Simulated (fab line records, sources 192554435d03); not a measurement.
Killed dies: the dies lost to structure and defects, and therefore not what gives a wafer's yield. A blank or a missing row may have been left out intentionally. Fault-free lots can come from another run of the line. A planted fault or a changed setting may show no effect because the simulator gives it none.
fab line records | flow n5_finfet | part 2 of 2: steps 5 to 6 of 6
[record] lots = 23 | wafers = 69 | last_day = 19
route steps=1938 shown FIN_CUT@167 STI_FIN_REVEAL@191 DUMMY_GATE@232
lots that met no fault: from a run of the same line without faults
start_h: hours from the record's first day to the start of the lot's first wafer shown | wait_h: hours elapsed since this lot's preceding step | " same as the row above | L1.1+2: one row covering several wafers at once | - no value, or no start given | * or withheld: withheld | < > ~ a bound
route shown NAME@n: names a module that has steps shown in the file, with the first one's number in the route | usual: the fault-free wafers' mean and standard deviation | same: alike in all rows | chamber/n: place in a boat | sites: each site's reading | _std_site: standard deviation across them | _edge_site: mean of outer sites minus mean of inner sites | radius_mm: how far each site lies from the wafer's centre | mask NAME#n: copy n | behind: the tool/chamber that last shaped the wafer | hold: why the lot went on hold/how many hours it stayed there/how the hold came to an end | device: transistor that didn't switch, given as n, p or np | end of line: the route-end tests of the same wafers | where a step has no rows: the recipe by itself | killed: not the wafer's yield, but the dies lost to structure and defects at the first sort | map: per-die view of a wafer (x killed, . not killed, _ where there is no die)
set.NAME: the setting the step ran with; set.NAME@STEP: the setting that earlier step ran with | model.NAME: the simulator's own value behind a step, which no gauge read
a sample of lots followed through the steps of the route, with each step as a table and each wafer as a row
services: from which hour (start_h, from the record's first day; less than 0 if before it) a tool's chamber was out of use, for how many hours, and why
[[steps]]
[step N5_DUMMY_GATE_OVL_MEAS_16]
[recipe] points_per_wafer = 522
[usual] GATE_OVL = -0.3/0.74
[same] points_per_wafer = 522
lot.wafer | tool       | chamber | start_h | wait_h | GATE_OVL[nm]
L074.1    | overlay-01 | 0       | 58.25   | 0.0    | 0.1
L074.4    | "          | 0       | "       | "      | 1.5
L074.6    | "          | 0       | "       | "      | 0.9
L075.1    | overlay-01 | 0       | 62.14   | 0.0    | -0.4
L075.2    | "          | 0       | "       | "      | -1.4
L075.6    | "          | 0       | "       | "      | -1.8
L078.2    | overlay-02 | 0       | 70.08   | 0.0    | -0.7
L078.3    | "          | 0       | "       | "      | -0.9
L078.6    | "          | 0       | "       | "      | -0.4
L077.4    | overlay-02 | 0       | 74.00   | 0.0    | -0.3
L077.5    | "          | 0       | "       | "      | 0.3
L077.6    | "          | 0       | "       | "      | -0.7
L080.2    | overlay-01 | 0       | 82.05   | 0.0    | 0.5
L080.4    | "          | 0       | "       | "      | 0.2
L080.5    | "          | 0       | "       | "      | -1.0
L079.1    | overlay-01 | 0       | 83.48   | 0.0    | -1.1
L079.4    | "          | 0       | "       | "      | -1.3
L079.6    | "          | 0       | "       | "      | -1.6
L081.1    | overlay-02 | 0       | 89.97   | 0.0    | -1.3
L081.2    | "          | 0       | "       | "      | -0.4
L081.6    | "          | 0       | "       | "      | -1.0
L082.1    | overlay-01 | 0       | 96.56   | 0.0    | -0.8
L082.3    | "          | 0       | "       | "      | -0.5
L082.4    | "          | 0       | "       | "      | -0.7
L083.2    | overlay-02 | 0       | 98.98   | 0.0    | 0.3
L083.3    | "          | 0       | "       | "      | -0.2
L083.6    | "          | 0       | "       | "      | 0.1
L084.1    | overlay-01 | 0       | 105.00  | 0.0    | -0.2
L084.3    | "          | 0       | "       | "      | -0.4
L084.4    | "          | 0       | "       | "      | -1.0
L085.1    | overlay-01 | 0       | 113.84  | 0.0    | -0.8
L085.4    | "          | 0       | "       | "      | -0.3
L085.6    | "          | 0       | "       | "      | -1.2
L086.2    | overlay-01 | 0       | 122.68  | 0.0    | -0.5
L086.4    | "          | 0       | "       | "      | 1.3
L086.5    | "          | 0       | "       | "      | 0.1
L087.1    | overlay-01 | 0       | 125.94  | 0.0    | -0.3
L087.2    | "          | 0       | "       | "      | 0.5
L087.5    | "          | 0       | "       | "      | -0.2
L088.2    | overlay-02 | 0       | 130.60  | 0.0    | -0.6
L088.3    | "          | 0       | "       | "      | -0.9
L088.6    | "          | 0       | "       | "      | 0.3
L089.2    | overlay-02 | 0       | 139.84  | 0.0    | -1.2
L089.3    | "          | 0       | "       | "      | 0.4
L089.5    | "          | 0       | "       | "      | -0.1
L090.2    | overlay-02 | 0       | 143.15  | 0.0    | 0.2
L090.4    | "          | 0       | "       | "      | 0.3
L090.6    | "          | 0       | "       | "      | -0.9
L091.2    | overlay-02 | 0       | 148.90  | 0.0    | -0.5
L091.5    | "          | 0       | "       | "      | -0.5
L091.6    | "          | 0       | "       | "      | -0.3
L092.1    | overlay-02 | 0       | 155.84  | 0.0    | -0.9
L092.2    | "          | 0       | "       | "      | 0.1
L092.4    | "          | 0       | "       | "      | -0.6
L093.2    | overlay-02 | 0       | 164.39  | 0.0    | -0.1
L093.4    | "          | 0       | "       | "      | 0.3
L093.6    | "          | 0       | "       | "      | 0.3
L094.1    | overlay-01 | 0       | 167.94  | 0.0    | 0.7
L094.3    | "          | 0       | "       | "      | 0.0
L094.4    | "          | 0       | "       | "      | -1.2
L095.2    | overlay-02 | 0       | 174.74  | 0.0    | -0.7
L095.5    | "          | 0       | "       | "      | -0.6
L095.6    | "          | 0       | "       | "      | -0.8
L096.2    | overlay-02 | 0       | 180.04  | 0.0    | -0.2
L096.5    | "          | 0       | "       | "      | -0.8
L096.6    | "          | 0       | "       | "      | -0.5
L097.1    | overlay-01 | 0       | 184.18  | 0.0    | 0.3
L097.5    | "          | 0       | "       | "      | -0.2
L097.6    | "          | 0       | "       | "      | 1.6
[step N5_DUMMY_GATE_ETCH_31]
[recipe] chemistry = C4F6/O2 | target = SiO2 | mask_material = SOC | target_depth_a = 825 | time_s = 27.5 | ion_energy_ev = 250 | pressure_mtorr = 30 | source_w = 345 | bias_w = 185 | Ar_flow_sccm = 300 | C4F6_flow_sccm = 10 | O2_flow_sccm = 10
[usual] drypump_motor_current_A = 5.5/0.36 | oes_product_au = 0.75/0.072 | rf_vpp_V = 668/13 | showerhead_plenum_p_Torr = 2.82/0.089 | throttle_valve_pct = 21.20/0.2
lot.wafer | tool        | chamber | start_h | wait_h | drypump_motor_current_A | oes_product_au | rf_hours_counter_h | rf_vpp_V | showerhead_plenum_p_Torr | throttle_valve_pct
L074.1    | rie_diel-06 | 2       | 59.07   | 0.1    | 5.2                     | 0.74           | 173                | 678      | 2.95                     | 21.14
L074.4    | "           | 1       | "       | "      | 5.7                     | 0.78           | 159                | 667      | 2.76                     | 21.17
L074.6    | "           | 3       | "       | "      | 5.3                     | 0.77           | -                  | 671      | 2.75                     | 21.45
L075.1    | rie_diel-02 | 1       | 63.16   | 0.2    | 6.1                     | 0.74           | 143                | 665      | 2.73                     | 20.76
L075.2    | "           | 0       | "       | "      | 5.4                     | 0.72           | 212                | 674      | 2.92                     | 21.29
L075.6    | "           | 1       | "       | "      | 6.1                     | 0.74           | -                  | 666      | 2.73                     | 20.77
L078.2    | rie_diel-06 | 2       | 70.59   | 0.0    | 5.2                     | 0.75           | 177                | 678      | 2.95                     | 21.15
L078.3    | "           | 3       | "       | "      | 5.3                     | 0.76           | 133                | 673      | 2.75                     | 21.48
L078.6    | "           | 2       | "       | "      | 5.2                     | 0.75           | -                  | 676      | 2.95                     | 21.15
L077.4    | rie_diel-04 | 3       | 74.59   | 0.0    | 5.7                     | 0.71           | 208                | 651      | 2.79                     | 21.22
L077.5    | "           | 0       | "       | "      | 5.8                     | 0.67           | -                  | 646      | 2.82                     | 21.24
L077.6    | "           | 3       | "       | "      | 5.6                     | 0.71           | -                  | 650      | 2.80                     | 21.20
L080.2    | rie_diel-04 | 0       | 82.60   | 0.1    | 5.8                     | 0.66           | 248                | 646      | 2.82                     | 21.23
L080.4    | "           | 3       | "       | "      | 5.6                     | 0.70           | 210                | 652      | 2.79                     | 21.17
L080.5    | "           | 2       | "       | "      | 5.3                     | 0.75           | -                  | 680      | 2.99                     | 21.27
L079.1    | rie_diel-06 | 3       | 84.30   | 0.2    | 5.4                     | 0.77           | 138                | 672      | 2.74                     | 21.47
L079.4    | "           | 2       | "       | "      | 5.2                     | 0.74           | -                  | 677      | 2.95                     | 21.15
L079.6    | "           | 3       | "       | "      | 5.4                     | 0.77           | -                  | 672      | 2.74                     | 21.50
L081.1    | rie_diel-04 | 2       | 90.67   | 0.1    | 5.3                     | 0.74           | 140                | 681      | 2.99                     | 21.29
L081.2    | "           | 1       | "       | "      | 6.3                     | 0.71           | 205                | 650      | 2.73                     | 21.41
L081.6    | "           | 1       | "       | "      | 6.3                     | 0.71           | -                  | 650      | 2.73                     | 21.42
L082.1    | rie_diel-06 | 3       | 97.19   | 0.0    | 5.3                     | 0.75           | 143                | 672      | 2.74                     | 21.48
L082.3    | "           | 1       | "       | "      | 5.7                     | 0.76           | 173                | 668      | 2.75                     | 21.17
L082.4    | "           | 2       | "       | "      | 5.2                     | 0.73           | 187                | 678      | 2.95                     | 21.15
L083.2    | rie_diel-04 | 1       | 99.49   | 0.0    | 6.3                     | 0.70           | 210                | 650      | 2.73                     | 21.41
L083.3    | "           | 2       | "       | "      | 5.2                     | 0.74           | 144                | 680      | 2.98                     | 21.28
L083.6    | "           | 3       | "       | "      | 5.7                     | 0.69           | -                  | 651      | 2.79                     | 21.19
L084.1    | rie_diel-06 | 3       | 105.62  | 0.1    | 5.4                     | 0.76           | 146                | 672      | 2.74                     | 21.50
L084.3    | "           | 1       | "       | "      | 5.6                     | 0.76           | 175                | 669      | 2.75                     | 21.18
L084.4    | "           | 1       | "       | "      | 5.6                     | 0.77           | -                  | 668      | 2.75                     | 21.17
L085.1    | rie_diel-06 | 1       | 114.40  | 0.0    | 5.6                     | 0.76           | 178                | 669      | 2.75                     | 21.19
L085.4    | "           | 0       | "       | "      | 4.9                     | 0.93           | 3                  | 681      | 2.80                     | 20.87
L085.6    | "           | 3       | "       | "      | 5.4                     | 0.75           | -                  | 672      | 2.74                     | 21.50
L086.2    | rie_diel-06 | 3       | 123.18  | 0.0    | 5.3                     | 0.77           | 153                | 673      | 2.74                     | 21.51
L086.4    | "           | 0       | "       | "      | 4.9                     | 0.92           | 7                  | 680      | 2.80                     | 20.89
L086.5    | "           | 2       | "       | "      | 5.2                     | 0.73           | -                  | 678      | 2.94                     | 21.18
L087.1    | rie_diel-02 | 0       | 126.73  | 0.2    | 5.4                     | 0.69           | 234                | 675      | 2.91                     | 21.29
L087.2    | "           | 2       | "       | "      | 5.5                     | 0.73           | 212                | 692      | 2.82                     | 21.08
L087.5    | "           | 3       | "       | "      | 5.7                     | 0.73           | -                  | 644      | 2.80                     | 21.27
L088.2    | rie_diel-06 | 0       | 132.34  | 0.1    | 4.9                     | 0.91           | 11                 | 679      | 2.80                     | 20.87
L088.3    | "           | 3       | "       | "      | 5.4                     | 0.76           | 157                | 671      | 2.74                     | 21.50
L088.6    | "           | 3       | "       | "      | 5.4                     | 0.76           | -                  | 672      | 2.74                     | 21.52
L089.2    | rie_diel-02 | 0       | 143.18  | 0.2    | 5.4                     | 0.70           | 242                | 674      | 2.91                     | 21.32
L089.3    | "           | 3       | "       | "      | 5.7                     | 0.72           | 207                | 644      | 2.79                     | 21.27
L089.5    | "           | 1       | "       | "      | 6.0                     | 0.72           | -                  | 667      | 2.72                     | 20.82
L090.2    | rie_diel-04 | 1       | 145.34  | 0.1    | 6.2                     | 0.70           | 216                | 650      | 2.73                     | 21.44
L090.4    | "           | 3       | "       | "      | 5.6                     | 0.68           | 225                | 653      | 2.79                     | 21.21
L090.6    | "           | 3       | "       | "      | 5.7                     | 0.69           | -                  | 652      | 2.79                     | 21.22
L091.2    | rie_diel-06 | 2       | 149.41  | 0.0    | 5.2                     | 0.71           | 208                | 677      | 2.94                     | 21.20
L091.5    | "           | 3       | "       | "      | 5.4                     | 0.74           | -                  | 673      | 2.73                     | 21.50
L091.6    | "           | 2       | "       | "      | 5.3                     | 0.72           | -                  | 678      | 2.94                     | 21.20
L092.1    | rie_diel-04 | 0       | 156.57  | 0.0    | 5.8                     | 0.97           | 7                  | 647      | 2.81                     | 20.92
L092.2    | "           | 1       | "       | "      | 6.3                     | 0.70           | 220                | 649      | 2.73                     | 21.43
L092.4    | "           | 2       | "       | "      | 5.2                     | 0.73           | -                  | 680      | 2.98                     | 21.30
L093.2    | rie_diel-06 | 0       | 165.01  | 0.0    | 4.9                     | 0.87           | 25                 | 680      | 2.79                     | 20.88
L093.4    | "           | 3       | "       | "      | 5.3                     | 0.73           | 171                | 673      | 2.73                     | 21.55
L093.6    | "           | 3       | "       | "      | 5.3                     | 0.75           | -                  | 672      | 2.73                     | 21.52
L094.1    | rie_diel-06 | 0       | 168.45  | 0.0    | 4.9                     | 0.89           | 26                 | 678      | 2.79                     | 20.90
L094.3    | "           | 2       | "       | "      | 5.2                     | 0.71           | 215                | 678      | 2.93                     | 21.20
L094.4    | "           | 3       | "       | "      | 5.4                     | 0.74           | 172                | 673      | 2.73                     | 21.51
L095.2    | rie_diel-04 | 0       | 175.49  | 0.2    | 5.8                     | 0.96           | 13                 | 646      | 2.81                     | 20.94
L095.5    | "           | 2       | "       | "      | 5.3                     | 0.73           | -                  | 680      | 2.98                     | 21.31
L095.6    | "           | 1       | "       | "      | 6.3                     | 0.70           | -                  | 650      | 2.72                     | 21.45
L096.2    | rie_diel-02 | 3       | 180.84  | 0.0    | 5.7                     | 0.71           | 220                | 643      | 2.79                     | 21.31
L096.5    | "           | 2       | "       | "      | 5.5                     | 0.71           | -                  | 690      | 2.82                     | 21.11
L096.6    | "           | 3       | "       | "      | 5.7                     | 0.71           | -                  | 644      | 2.79                     | 21.32
L097.1    | rie_diel-04 | 1       | 184.70  | 0.0    | 6.3                     | 0.69           | 230                | 650      | 2.72                     | 21.44
L097.5    | "           | 2       | "       | "      | 5.2                     | 0.72           | -                  | 682      | 2.97                     | 21.30
L097.6    | "           | 1       | "       | "      | 6.2                     | 0.70           | -                  | 649      | 2.72                     | 21.44
[[services]]
tool            | chamber | start_h | hours | kind
rie_diel-03     | 3       | 3.77    | 3.7   | repair
rie_diel-02     | -       | 11.09   | 0.5   | repair
rie_diel-01     | 3       | 22.47   | 13.9  | repair
rie_diel-02     | 3       | 35.64   | 4.0   | repair
rie_diel-05     | 2       | 60.15   | 2.0   | repair
plasma_asher-01 | -       | 66.42   | 4.4   | repair
rie_diel-02     | -       | 70.01   | 0.2   | repair
rie_diel-06     | 0       | 79.63   | -     | clean
rie_diel-06     | 0       | 79.63   | -     | consumable_replace:focus_ring
rie_diel-06     | 0       | 79.63   | 16.9  | scheduled_down
rie_diel-06     | 0       | 79.63   | 16.9  | vent_cycle
rie_diel-05     | 1       | 84.10   | 21.9  | repair
rie_diel-04     | 0       | 87.25   | -     | clean
rie_diel-04     | 0       | 87.25   | -     | consumable_replace:focus_ring
rie_diel-05     | 3       | 96.30   | 1.8   | repair
rie_diel-05     | 2       | 100.11  | 16.3  | repair
rie_diel-06     | 0       | 104.78  | 5.5   | repair
rie_diel-04     | -       | 116.06  | 28.1  | pm
vapor_etch-02   | -       | 118.34  | 0.1   | repair
rie_diel-05     | 3       | 119.45  | 6.4   | repair
rie_diel-02     | 1       | 154.13  | 5.4   | repair
rie_diel-03     | 2       | 157.49  | 2.7   | repair
rie_diel-04     | 3       | 167.41  | 8.7   | repair
rie_diel-02     | -       | 179.40  | 1.0   | repair
